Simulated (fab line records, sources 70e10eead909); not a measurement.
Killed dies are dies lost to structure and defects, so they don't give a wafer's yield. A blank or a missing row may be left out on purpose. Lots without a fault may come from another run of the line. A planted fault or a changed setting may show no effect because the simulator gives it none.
fab line records | flow nand_harc | part 2 of 2: steps 5 to 6 of 6
record lots=19 wafers=57 last_day=24
route steps=1159 shown P_M2@331 P_BONDPAD@368 A_ZERO_WELL@403
lots that met no fault: from a run of the same line without faults
start_h: hours from the record's first day to the start of the lot's first wafer shown | wait_h: hours since the lot's step before | " the same as in the row above | L1.1+2: a row that stands for several wafers | - no value, or no start given | * or withheld: withheld | < > ~ a bound
route shown NAME@n: a module of which the file shows steps, and the number in the route of the first | usual: mean/standard deviation of fault-free wafers | same: alike in all rows | chamber/n: place in a boat | sites: the reading at each site | _std_site: their standard deviation | _edge_site: outer sites' mean less inner sites' | radius_mm: how far each site lies from the wafer's centre | mask NAME#n: copy n | behind: the tool/chamber that last shaped the wafer | hold: why the lot was held/for how many hours/how that ended | device: the transistor (n, p or np) that didn't switch | end of line: the same wafers' tests at the end of the route | a step without rows: its recipe alone | killed: dies lost to structure and defects at the first sort, not the wafer's yield | map: a wafer's dies, x killed, . not, _ none there
set.NAME: the setting as run; set.NAME@STEP: as run at that earlier step | model.NAME: the simulator's own value behind a step, which no gauge read
steps of the route over a sample of lots; a table a step, a row a wafer
services: from which hour (start_h, from the record's first day; less than 0 if before it) a tool's chamber was out of use, for how many hours, and why
## steps
# step NHARC_P_BONDPAD_ETCH_24
# recipe target_depth_a=300 over_etch_frac=0.3 time_s=72.99 ion_energy_ev=150 cf4_flow_sccm=50 n2_flow_sccm=100 ar_flow_sccm=150 rf_w=300 bias_w=100 chemistry=CF4/N2
# usual drypump_motor_current_A=5.7/0.66 oes_product_au=1.001/0.011 rf_vpp_V=314.3/2 showerhead_plenum_p_Torr=2.63/0.12 throttle_valve_pct=19.793/0.009
# same over_etch_frac=0.3
# columns lot.wafer tool chamber start_h wait_h drypump_motor_current_A oes_product_au rf_hours_counter_h rf_vpp_V showerhead_plenum_p_Torr throttle_valve_pct
L075.3 rie_diel-02 3 - - 6.6 0.978 15 316.3 2.70 19.813
L075.2 " 2 " " 6.2 0.999 15 318.1 2.78 19.795
L075.5 " 3 " " 6.6 0.986 - 315.7 2.70 19.805
L077.3 rie_diel-02 1 - - 5.2 1.007 18 315.9 2.73 19.792
L077.4 " 3 " " 6.6 1.002 16 315.8 2.70 19.802
L077.6 " 2 " " 6.2 1.008 - 317.5 2.78 19.785
L078.2 rie_diel-05 0 - - 4.7 0.992 55 314.8 2.61 19.787
L078.3 " 1 " " 5.7 1.006 57 311.7 2.61 19.792
L078.5 " 3 " " 6.5 1.020 - 312.0 2.47 19.789
L079.3 rie_diel-02 2 - - 6.2 0.986 0 317.0 2.78 19.788
L079.2 " 3 " " 6.6 0.991 0 315.5 2.70 19.799
L079.6 " 3 " " 6.6 0.983 - 315.8 2.70 19.781
L080.4 rie_diel-02 1 - - 5.2 1.009 1 315.3 2.73 19.801
L080.2 " 2 " " 6.2 1.013 1 315.1 2.78 19.785
L080.6 " 0 " " 5.0 1.006 - 312.2 2.49 19.789
L081.1 rie_diel-11 1 - - 5.7 1.015 39 317.2 2.82 19.791
L081.4 " 3 " " 6.6 0.991 49 312.0 2.49 19.804
L081.2 " 0 " " 5.8 1.004 51 313.1 2.52 19.776
L084.1 rie_diel-05 3 - - 6.5 1.019 3 311.3 2.47 19.797
L084.2 " 2 " " 6.1 0.979 3 312.6 2.52 19.806
L084.6 " 3 " " 6.5 1.018 - 311.8 2.47 19.789
L082.3 rie_diel-02 1 181.94 0.1 5.2 1.004 3 316.8 2.73 19.793
L082.1 " 3 " " 6.6 0.999 2 314.7 2.69 19.791
L082.5 " 1 " " 5.2 1.004 - 315.1 2.73 19.802
L085.4 rie_diel-02 1 - - 5.2 1.000 4 316.2 2.73 19.796
L085.1 " 3 " " 6.6 0.987 4 315.2 2.69 19.798
L085.5 " 1 " " 5.2 0.998 - 315.3 2.73 19.792
L087.4 rie_diel-02 1 - - 5.2 1.008 5 315.6 2.73 19.789
L087.2 " 3 " " 6.6 1.004 6 315.0 2.69 19.794
L087.5 " 0 " " 5.0 1.017 - 312.4 2.49 19.799
L086.4 rie_diel-05 2 - - 6.1 0.987 15 312.9 2.52 19.809
L086.1 " 3 " " 6.5 1.014 14 310.9 2.46 19.785
L086.6 " 2 " " 6.1 0.983 - 313.6 2.52 19.781
L088.2 rie_diel-02 0 - - 5.0 1.013 7 312.1 2.49 19.786
L088.3 " 3 " " 6.6 0.995 7 315.3 2.69 19.791
L088.6 " 1 " " 5.2 1.007 - 315.9 2.73 19.803
L089.1 rie_diel-02 2 - - 6.2 1.003 7 317.8 2.77 19.796
L089.2 " 0 " " 5.0 1.011 7 311.5 2.49 19.812
L089.5 " 1 " " 5.2 0.998 - 316.4 2.73 19.773
L090.3 rie_diel-02 3 - - 6.6 0.984 7 315.4 2.69 19.784
L090.1 " 2 " " 6.2 0.994 7 316.3 2.77 19.791
L090.6 " 3 " " 6.6 0.985 - 315.7 2.69 19.790
L091.1 rie_diel-02 3 - - 6.6 0.988 8 313.8 2.69 19.795
L091.4 " 0 " " 5.0 1.017 8 311.5 2.49 19.799
L091.6 " 1 " " 5.2 1.011 - 316.5 2.73 19.795
L092.4 rie_diel-02 2 - - 6.2 1.016 7 316.8 2.77 19.790
L092.3 " 3 " " 6.6 0.996 8 313.4 2.69 19.792
L092.1 " 0 " " 5.0 1.015 8 310.9 2.49 19.793
L094.4 rie_diel-02 1 - - 5.2 1.010 9 316.2 2.73 19.774
L094.1 " 3 " " 6.6 0.987 10 314.7 2.69 19.793
L094.6 " 1 " " 5.2 1.015 - 316.6 2.73 19.796
L096.2 rie_diel-02 0 - - 5.0 1.004 11 311.7 2.49 19.798
L096.4 " 3 " " 6.6 0.994 10 315.6 2.69 19.776
L096.5 " 1 " " 5.2 1.010 - 314.8 2.73 19.796
L097.4 rie_diel-02 1 - - 5.3 1.006 9 317.6 2.73 19.802
L097.2 " 2 " " 6.2 0.991 9 314.8 2.77 19.791
L097.6 " 0 " " 5.0 1.014 - 311.9 2.49 19.793
# step NHARC_A_ZERO_WELL_DESCUM_12
# recipe time_s=3 o2_flow_sccm=200 ar_flow_sccm=0 bias_power_w=0 chemistry=O2
# usual drypump_motor_current_A=5.8/0.48 oes_product_au=1.000/0.012 rf_vpp_V=58.0/0.95 showerhead_plenum_p_Torr=1.93/0.06 throttle_valve_pct=11.312/0.0098
# columns lot.wafer tool chamber start_h wait_h drypump_motor_current_A oes_product_au rf_hours_counter_h rf_vpp_V showerhead_plenum_p_Torr throttle_valve_pct
L075.2 rie_diel-06 3 147.90 - 5.9 1.005 4 57.3 1.95 11.300
L075.3 " 1 " " 5.2 0.992 4 57.4 1.95 11.308
L075.5 " 3 " " 5.9 0.993 - 56.6 1.95 11.314
L077.3 rie_diel-06 1 149.44 - 5.2 0.993 4 56.7 1.95 11.292
L077.4 " 3 " " 5.8 0.977 5 57.5 1.95 11.310
L077.6 " 1 " " 5.3 0.989 - 58.1 1.95 11.307
L078.3 rie_diel-07 2 157.15 - 5.3 1.009 6 59.3 1.98 11.302
L078.2 " 0 " " 6.2 1.003 5 56.6 1.80 11.308
L078.5 " 3 " " 6.1 0.986 - 59.5 1.92 11.302
L079.2 rie_diel-08 3 166.20 - 6.3 0.994 4 58.3 2.01 11.315
L079.3 " 0 " " 5.9 1.004 4 56.4 1.98 11.317
L079.6 " 1 " " 5.1 1.010 - 58.1 1.90 11.304
L080.2 rie_diel-06 3 169.22 - 5.9 0.979 6 58.7 1.95 11.305
L080.4 " 1 " " 5.3 0.998 6 57.1 1.95 11.301
L080.6 " 0 " " 5.8 1.001 - 57.5 1.82 11.333
L081.2 rie_diel-07 0 169.40 - 6.2 1.014 6 57.2 1.80 11.312
L081.1 " 2 " " 5.3 1.017 8 59.2 1.97 11.325
L081.4 " 3 " " 6.1 1.001 8 56.6 1.92 11.311
L084.1 rie_diel-07 2 184.64 - 5.3 1.020 9 58.8 1.97 11.311
L084.2 " 0 " " 6.2 1.006 8 58.3 1.80 11.305
L084.6 " 3 " " 6.2 0.983 - 57.5 1.92 11.312
L082.3 rie_diel-06 1 185.48 - 5.3 1.007 7 56.6 1.95 11.288
L082.1 " 2 " " 5.3 1.013 8 57.1 1.97 11.308
L082.5 " 3 " " 5.9 0.987 - 58.7 1.95 11.309
L085.4 rie_diel-07 2 201.62 - 5.3 1.022 10 58.3 1.97 11.325
L085.1 " 3 " " 6.1 0.995 10 58.9 1.92 11.291
L085.5 " 0 " " 6.2 1.003 - 57.4 1.80 11.312
L087.4 rie_diel-08 1 210.80 - 5.1 1.000 8 57.2 1.89 11.322
L087.2 " 2 " " 6.3 0.991 8 57.9 1.86 11.301
L087.5 " 1 " " 5.1 1.000 - 57.0 1.90 11.312
L086.1 rie_diel-06 2 212.04 - 5.3 1.022 10 58.6 1.97 11.317
L086.6 " 3 " " 5.9 0.986 - 57.6 1.95 11.296
L086.4 " 1 " " 5.2 0.998 - 58.2 1.95 11.308
L088.2 rie_diel-06 1 229.92 - 5.3 1.006 11 58.1 1.95 11.321
L088.3 " 0 " " 5.8 1.015 9 57.5 1.82 11.335
L088.6 " 2 " " 5.3 1.025 - 59.2 1.97 11.321
L089.1 rie_diel-06 2 233.33 - 5.3 1.013 11 57.1 1.97 11.302
L089.2 " 3 " " 5.9 0.994 11 60.2 1.95 11.316
L089.5 " 2 " " 5.3 1.020 - 58.4 1.97 11.306
L090.3 rie_diel-06 2 234.24 - 5.3 1.012 12 58.3 1.97 11.305
L090.1 " 0 " " 5.8 0.997 9 57.3 1.82 11.315
L090.6 " 1 " " 5.2 1.005 - 58.2 1.95 11.321
L091.1 rie_diel-08 3 234.71 - 6.3 1.000 10 59.5 2.01 11.313
L091.4 " 2 " " 6.3 0.987 - 58.0 1.85 11.308
L091.6 " 3 " " 6.3 0.998 - 59.0 2.01 11.322
L092.3 rie_diel-06 0 239.56 - 5.8 1.011 10 56.3 1.82 11.299
L092.4 " 1 " " 5.3 0.996 12 57.4 1.95 11.307
L092.1 " 3 " " 5.9 0.992 12 56.9 1.95 11.302
L094.4 rie_diel-08 1 262.62 - 5.1 1.006 13 58.2 1.89 11.307
L094.1 " 2 " " 6.3 0.986 13 57.8 1.85 11.305
L094.6 " 1 " " 5.2 1.006 - 58.4 1.89 11.304
L096.2 rie_diel-08 3 264.89 - 6.2 0.990 12 59.2 2.00 11.312
L096.4 " 1 " " 5.1 1.003 13 59.1 1.89 11.298
L096.5 " 0 " " 5.9 1.000 - 58.6 1.98 11.335
L097.4 rie_diel-08 2 265.50 - 6.3 0.977 13 57.3 1.85 11.315
L097.2 " 3 " " 6.3 0.992 12 57.2 2.01 11.329
L097.6 " 2 " " 6.3 0.975 - 58.3 1.85 11.321
## services
# columns tool chamber start_h hours kind
rie_diel-07 0 121.08 6.4 repair
rie_diel-08 - 124.80 9.0 pm
rie_diel-08 1 134.74 5.1 repair
rie_diel-01 - 137.80 9.0 pm
rie_diel-08 - 140.42 0.7 repair
rie_diel-07 0 141.76 7.9 repair
rie_diel-03 3 148.73 7.9 repair
rie_diel-02 - 150.70 9.0 pm
rie_diel-08 2 160.91 5.5 repair
rie_diel-05 - 163.65 9.0 pm
rie_diel-07 3 166.19 1.4 repair
rie_diel-02 3 171.82 4.8 repair
rie_diel-02 2 179.85 2.3 repair
rie_diel-06 0 181.77 7.6 repair
rie_diel-01 2 194.08 10.1 repair
rie_diel-08 3 194.34 1.6 repair
rie_diel-12 - 202.53 9.0 pm
rie_diel-06 0 203.89 15.4 repair
rie_diel-06 - 204.17 0.2 repair
rie_diel-07 0 205.01 4.2 repair
rie_diel-03 - 215.30 9.0 pm
rie_diel-08 0 231.52 3.8 repair
rie_diel-08 3 241.07 3.1 repair
rie_diel-06 - 241.20 9.0 pm
